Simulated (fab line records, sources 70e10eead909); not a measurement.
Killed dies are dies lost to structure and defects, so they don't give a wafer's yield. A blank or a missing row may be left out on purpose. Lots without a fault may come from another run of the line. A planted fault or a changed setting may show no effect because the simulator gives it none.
Which tool did it? | flow nand_harc | 14 lots, 42 wafers sampled, at 5 steps of a route of 1302

WHAT THE GAUGES READ, wafer by wafer
NHARC_THIN_TSV_INSPECT_40.
lot  | measured     | on                | raw_defect_count
L730 | day 24 16:01 | defect_inspect-02 | 652 607 546
L733 | day 25 08:31 | defect_inspect-01 | 528 485 421
L734 | day 26 04:56 | defect_inspect-01 | 517 483 510
L736 | day 26 15:40 | defect_inspect-02 | 590 457 502
L737 | day 27 00:15 | defect_inspect-02 | 497 483 476
L735 | day 27 00:15 | defect_inspect-01 | 475 448 375
L739 | day 28 11:01 | defect_inspect-01 | 562 540 561
L740 | day 29 01:03 | defect_inspect-01 | 502 603 548
L742 | day 29 01:03 | defect_inspect-02 | 487 419 437
L744 | day 30 05:53 | defect_inspect-02 | 638 605 680
L743 | day 30 15:41 | defect_inspect-02 | 456 518 595
L751 | day 33 01:05 | defect_inspect-01 | 509 482
L752 | day 33 22:11 | defect_inspect-02 | 454
L753 | day 33 22:11 | defect_inspect-01 | 464 444

NHARC_END_SORT_01.
lot  | measured     | on        | defect_limited_yield (%) | killed_at_array | killed_at_other | killed_at_periphery | killed_dies | killed_open | killed_short
L730 | day 24 22:46 | prober-01 | 91.3 90.7 90.8           | 55 60 59        | 0 0 1           | 4 3 2               | 59 63 62    | 2 3 2       | 1 2 1
L733 | day 25 11:32 | prober-02 | 93.1 91.1 92.8           | 43 55 44        | 1 1 3           | 3 4 2               | 47 60 49    | 2 4 1       | 3 1 2
L734 | day 26 08:02 | prober-02 | 89.2 90.5 88.5           | 69 59 75        | 1 1 2           | 3 4 1               | 73 64 78    | 1 4 5       | 6 6 1
L736 | day 26 18:44 | prober-01 | 88.6 86.6 87.6           | 72 86 82        | 0 1 0           | 5 4 2               | 77 91 84    | 4 4 3       | 2 1 1
L737 | day 27 03:19 | prober-02 | 92.0 90.8 90.5           | 49 52 53        | 0 1 0           | 5 9 11              | 54 62 64    | 2 7 4       | 3 2 4
L735 | day 27 03:18 | prober-01 | 95.4 94.5 96.2           | 28 31 23        | 2 2 1           | 1 4 2               | 31 37 26    | 4 5 3       | 2 3 0
L739 | day 28 16:27 | prober-02 | 86.1 84.5 86.6           | 93 101 87       | 0 0 0           | 1 4 4               | 94 105 91   | 10 2 3      | 3 1 2
L740 | day 29 12:40 | prober-02 | 87.1 86.0 86.4           | 84 91 87        | 0 0 2           | 3 4 3               | 87 95 92    | 4 7 7       | 2 4 0
L742 | day 29 04:52 | prober-01 | 88.5 88.5 90.4           | 72 76 62        | 1 0 1           | 5 2 2               | 78 78 65    | 4 2 4       | 5 1 3
L744 | day 30 08:58 | prober-01 | 88.5 89.2 88.9           | 78 70 75        | 0 0 0           | 0 3 0               | 78 73 75    | 1 5 2       | 0 2 5
L743 | day 30 18:44 | prober-02 | 91.4 92.5 92.0           | 53 45 51        | 0 0 0           | 5 6 3               | 58 51 54    | 4 2 0       | 1 4 1
L751 | day 33 04:07 | prober-01 | 0 90.4 90.0              | 670 62 66       | 3 1 1           | 4 2 1               | 677 65 68   | 5 1 2       | 3 3 3
L752 | day 34 01:17 | prober-02 | 0 89.5 0                 | 677 68 676      | 0 1 0           | 0 2 1               | 677 71 677  | 1 6 3       | 0 4 1
L753 | day 34 01:14 | prober-01 | 0 92.0 91.4              | 674 50 55       | 1 2 1           | 2 2 2               | 677 54 58   | 0 1 6       | 3 1 2

WHICH TOOL RAN EACH LOT (tool, then ch and the chambers of the sampled wafers, then the start)
lot  | NHARC_A_M0_PVD_21            | NHARC_THIN_TSV_STRIP_62              | NHARC_THIN_TSV_DEGAS_49
L730 | pvd_sputter-01, day 23 03:43 | plasma_asher-02 ch 0,1, day 24 06:14 | pvd_sputter-02, day 24 06:25
L733 | pvd_sputter-02, day 23 21:42 | plasma_asher-02 ch 1, day 25 00:10   | pvd_sputter-01, day 25 00:19
L734 | pvd_sputter-02, day 24 15:29 | plasma_asher-01 ch 0,1, day 25 19:41 | pvd_sputter-02, day 25 19:53
L736 | pvd_sputter-01, day 25 05:29 | plasma_asher-01 ch 0, day 26 06:24   | pvd_sputter-01, day 26 06:34
L737 | pvd_sputter-02, day 25 11:23 | plasma_asher-02 ch 0,1, day 26 15:54 | pvd_sputter-03, day 26 16:06
L735 | pvd_sputter-03, day 25 13:38 | plasma_asher-01 ch 0,1, day 26 14:52 | pvd_sputter-01, day 26 15:01
L739 | pvd_sputter-03, day 26 21:50 | plasma_asher-01 ch 0,1, day 28 00:53 | pvd_sputter-03, day 28 01:02
L740 | pvd_sputter-02, day 27 11:38 | plasma_asher-02 ch 0,1, day 28 16:45 | pvd_sputter-01, day 28 16:55
L742 | pvd_sputter-03, day 27 13:22 | plasma_asher-02 ch 0,1, day 28 15:45 | pvd_sputter-02, day 28 15:55
L744 | pvd_sputter-03, day 28 15:49 | plasma_asher-02 ch 0,1, day 29 20:27 | pvd_sputter-03, day 29 20:37
L743 | pvd_sputter-03, day 29 00:22 | plasma_asher-02 ch 0,1, day 30 06:10 | pvd_sputter-03, day 30 06:20
L751 | pvd_sputter-03, day 31 14:14 | plasma_asher-02 ch 0, day 32 18:03   | pvd_sputter-03, day 32 18:13
L752 | pvd_sputter-03, day 32 11:54 | plasma_asher-01 ch 1, day 33 14:13   | pvd_sputter-01, day 33 14:23
L753 | pvd_sputter-03, day 32 12:31 | plasma_asher-01 ch 0,1, day 33 13:04 | pvd_sputter-03, day 33 13:16
- NHARC_A_M0_PVD_21: deposits Cu, target thk 30 nm, time 20.49 s.
- NHARC_THIN_TSV_STRIP_62: strips in N2/H2, time 20 s.
- NHARC_THIN_TSV_DEGAS_49: time 120 s.

WHAT THE TOOLS THEMSELVES READ (means of the sampled wafers that have a number; where no wafer has one, the mark that the record gives instead)
NHARC_A_M0_PVD_21.
lot  | tool           | throttle_valve_pct (%)
L730 | pvd_sputter-01 | 29.5
L733 | pvd_sputter-02 | 29.7
L734 | pvd_sputter-02 | 29.8
L736 | pvd_sputter-01 | 30.2
L737 | pvd_sputter-02 | 29.8
L735 | pvd_sputter-03 | 29.2
L739 | pvd_sputter-03 | 29.6
L740 | pvd_sputter-02 | 29.7
L742 | pvd_sputter-03 | 29.7
L744 | pvd_sputter-03 | 28.2
L743 | pvd_sputter-03 | 30.1
L751 | pvd_sputter-03 | 29.4
L752 | pvd_sputter-03 | 30.4
L753 | pvd_sputter-03 | 29.5

NHARC_THIN_TSV_STRIP_62.
lot  | tool            | drypump_motor_current_A (A) | heater_power_w (W)
L730 | plasma_asher-02 | 5.68                        | 358
L733 | plasma_asher-02 | 5.96                        | 383
L734 | plasma_asher-01 | 5.61                        | 346
L736 | plasma_asher-01 | 5.76                        | 340
L737 | plasma_asher-02 | 5.81                        | 392
L735 | plasma_asher-01 | 5.62                        | 346
L739 | plasma_asher-01 | 5.61                        | 347
L740 | plasma_asher-02 | 5.82                        | 393
L742 | plasma_asher-02 | 5.67                        | 376
L744 | plasma_asher-02 | 5.69                        | 376
L743 | plasma_asher-02 | 5.81                        | 383
L751 | plasma_asher-02 | 5.53                        | 363
L752 | plasma_asher-01 | 5.58                        | 358
L753 | plasma_asher-01 | 5.67                        | 344

NHARC_THIN_TSV_DEGAS_49.
lot  | tool           | heater_power_w (W)
L730 | pvd_sputter-02 | 475
L733 | pvd_sputter-01 | 451
L734 | pvd_sputter-02 | 477
L736 | pvd_sputter-01 | 473
L737 | pvd_sputter-03 | 450
L735 | pvd_sputter-01 | 464
L739 | pvd_sputter-03 | 432
L740 | pvd_sputter-01 | 476
L742 | pvd_sputter-02 | 489
L744 | pvd_sputter-03 | 474
L743 | pvd_sputter-03 | 410
L751 | pvd_sputter-03 | 458
L752 | pvd_sputter-01 | 440
L753 | pvd_sputter-03 | 438

THE ANSWER, worked out from the rows above alone
Rule: what is usual is taken from the lots themselves. Put in order of their means at a reading, lots are off if they are a third of the lots or fewer, leave a main group of 4 or more, and stand apart from it by a gap of 3 or more times the standard deviation of the main group's means; of several such gaps the widest counts. A main group whose means are all the same, to the digits that the tables above print for the reading, isn't used. A lot without any number at a reading at which 4 lots or more have one is off too. The other lots that the step has rows for count as sound. The gauges are gone through in route order, then the tools' own readings, and for those a lot's mean is taken as printed above. The first step at which some lot is off is used, and at that step the reading that is off furthest; a lot without a number counts as furthest.
Off: L751, L752, L753, at NHARC_END_SORT_01 (defect_limited_yield). The main group: mean 89.9 %, standard deviation 2.7.
A tool fits if, at a process step before that reading, it ran every lot that is off, and no sound lot after the first of them. The gauges at NHARC_END_SORT_01 are tried like those tools. One fits: pvd_sputter-03 at NHARC_A_M0_PVD_21. Its last sound lot is L743 (day 29 00:22), its first lot that is off L751 (day 31 14:14): a fault that began between those two fits.

WHAT THE SIMULATOR HAD PUT IN
Process parameter drift: pvd_sputter-03, from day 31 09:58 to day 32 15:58, at NHARC_A_M0_PVD_21. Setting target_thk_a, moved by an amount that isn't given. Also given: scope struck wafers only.
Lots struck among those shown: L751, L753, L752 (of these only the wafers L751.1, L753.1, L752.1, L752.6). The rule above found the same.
